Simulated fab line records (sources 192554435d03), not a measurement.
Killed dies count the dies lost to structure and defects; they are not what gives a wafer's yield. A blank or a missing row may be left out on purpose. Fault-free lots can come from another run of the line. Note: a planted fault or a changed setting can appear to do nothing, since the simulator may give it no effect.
A lot that was struck, set against a sound lot / flow n5-finfet / 38 out of 1938 route steps
Sound: wafers L603.2, L603.3, L603.6. The struck wafers were L595.2, L595.5. At the end, the cause is stated.
Per side, at each step with rows, come the tool, then ch with its chambers, and then its first start. Under that, the readings that differ: sound wafers / struck wafers / difference of the means / sigmas: that difference in standard deviations of wafers without a fault.
alike: same words and numbers on both sides, and readings whose means sit less than 2 such deviations apart. not compared: any withheld reading, any reading some wafer has no value for, any bound like >300 that may hide the same value, and any number with overlapping values for which the record gives no deviation.
The two part at a step that has a row with sigmas, a row that says differs or no value, or rows on one side only. Numbers that don't overlap but have no deviation are shown without sigmas and don't part them. Lack of a reading on every wafer of one side parts them only where that side has two or more wafers.

first, 9 steps without rows for these wafers: N5_BEOL_M4_ANNEAL_95 (time 240 s); N5_BEOL_M4_SPUTTER_96 (material Cu, target thk 4.5 nm, time 8.29 s); N5_BEOL_M4_ECD_50 (material Cu, target thk 300 nm); N5_BEOL_M4_ANNEAL_51 (time 90 s); N5_BEOL_M4_CMP_52 (polishes, stops on SiOC, t overpolish 6.8 s, target thk 40 nm); N5_BEOL_M4_PRE_CLEAN_60 (time 15 s); N5_BEOL_M4_CO_CAP_55 (material Co, precursor CCTBA/H2, target thk 2 nm, time 102.1 s); N5_BEOL_M4_PRE_CLEAN_56 (time 15 s); N5_BEOL_M4_DEP_57 (deposits SiCN from 3MS/NH3, target thk 8 nm, time 14 s).
N5_BEOL_M4_RC_MEAS_101:
  sound on prober-01 ch 0, day 11 18:04; struck on prober-01 ch 0, day 9 07:14
  alike: DIBL_N, DIBL_P, IOFF_N, IOFF_P, ION_N, ION_P, SS_N, SS_P, VT_N, VT_P
then, 24 steps without rows for these wafers: N5_BEOL_M5_ILD_DEP_00 (deposits SiCOH lowk from DEMS/porogen, target thk 140.64 nm, time 25.9 s); N5_BEOL_M5_CURE_79 (cures SiCOH lowk, time 240 s); N5_BEOL_M5_PECVD_70 (deposits SiO2 from TEOS/O2, target thk 16 nm, time 18 s); N5_BEOL_M5_HM_DEP_02 (deposits TiN, target thk 20 nm); N5_BEOL_M5_COAT_59 (time 60 s, resist thk 60 nm); N5_BEOL_M5_COAT_60 (time 60 s, resist thk 12 nm); N5_BEOL_M5_COAT_71 (time 60 s, resist thk 5 nm); N5_BEOL_M5_COAT_05 (resist thk 30 nm); N5_BEOL_M5_EBR_07; N5_BEOL_M5_SOFTBAKE_06 (time 60 s); N5_BEOL_M5_EXPOSE_08 (exposes mask M5, target cd 28 nm); N5_BEOL_M5_PEB_09 (peb time 60 s); N5_BEOL_M5_DEVELOP_10 (develop time 30 s); N5_BEOL_M5_DESCUM_16 (chemistry O2, time 7 s); N5_BEOL_M5_ETCH_72 (etches underlayer in N2/H2, target depth 6.5 nm, time 5.2 s); N5_BEOL_M5_ETCH_61 (etches SiARC in CF4, target depth 15.6 nm, time 26 s); N5_BEOL_M5_ETCH_62 (etches SOC in N2/H2, target depth 75 nm, overetch 15 nm, time 112.5 s); N5_BEOL_M5_STRIP_63 (strips in N2/H2); N5_BEOL_M5_STRIP_73 (strips in N2/H2); N5_BEOL_M5_STRIP_64 (strips in CF4); N5_BEOL_M5_HM_OPEN_17 (chemistry Cl2/BCl3, target TiN, target depth 20 nm, overetch 6 nm); N5_BEOL_M5_STRIP_19 (strips in O2); N5_BEOL_M5_COAT_65 (time 60 s, resist thk 60 nm); N5_BEOL_M5_COAT_66 (time 60 s, resist thk 12 nm).
N5_BEOL_M7_CMP_52: polishes, stops on SiCOH lowk, t overpolish 6.9 s, target thk 80 nm.
  sound on cmp-02 ch 0,2,3, day 12 21:37; struck on cmp-01 ch 2, day 10 13:05
reading=barrier-field-endpoint-s (s); sound=28.0 27.5 27.8; struck=46.8 46.8; difference=+19.0; sigmas=+30
reading=overpolish-run-s (s); sound=6.917 6.896 6.896; struck=0.034 0.034; difference=-6.869; sigmas=-99 or more
reading=time-to-endpoint-s (s); sound=60.3 55.7 58.6; struck=81.8 81.6; difference=+23.5; sigmas=+9
  alike: edge-zone-pressure-frac, motor-current-A, retaining-ring-pressure-frac, slurry-filter-dp-kPa
N5_BEOL_M7_THK_MEAS_53: measures by xrf.
  sound: film-metro-01 at day 12 21:50; struck: film-metro-02 at day 10 13:21
reading=M7_THK (nm); sound=79.3 78.9 82.2; struck=194.6 189.3; difference=+111.8; sigmas=+56
N5_BEOL_M7_INSPECT_58: inspects for defects (darkfield).
  sound: defect-inspect-02 at day 12 21:59; struck: defect-inspect-02 at day 10 13:32
reading=raw-defect-count; sound=67 75 101; struck=1238 1262; difference=+1169; sigmas=+51
-- here the record skips 3 days between the struck wafers' starts before and after, leaving off in module BEOL_M7 and picking up in module PASSIVATION (first step shown: number 1936 of the route) --
N5_PASSIVATION_PROBE_49:
  sound: prober-02 at day 16 10:05; struck: prober-01 at day 13 22:50
reading=defect-limited-yield (%); sound=91.5 91.3 90.2; struck=0 0; difference=-91; sigmas=-57
reading=killed_at_M4_up; sound=21 9 11; struck=1052 1106; difference=+1065; sigmas=+99 or more
reading=killed-dies; sound=100 103 116; struck=1180 1180; difference=+1074; sigmas=+57
reading=killed-on-rim; sound=11 9 18; struck=152 152; difference=+139; sigmas=+32
reading=sort-n-pass; sound=1080 1077 1064; struck=0 0; difference=-1074; sigmas=-57
reading=sort-yield-pct (%); sound=91.5 91.3 90.2; struck=0 0; difference=-91; sigmas=-57
  alike: killed_at_M0_to_M3, killed-at-contacts, killed-at-front-end, killed-at-other, killed-open, killed-short, sort_bin_5_function, sort_bin_6_memory

== WHERE THEY PART ==
Last at N5_PASSIVATION_PROBE_49 as far as this record goes, first at N5_BEOL_M7_CMP_52.

WHY: the cause the simulator had injected
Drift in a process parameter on cmp-01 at N5_BEOL_M7_CMP_52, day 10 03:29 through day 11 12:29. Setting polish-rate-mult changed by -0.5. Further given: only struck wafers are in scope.
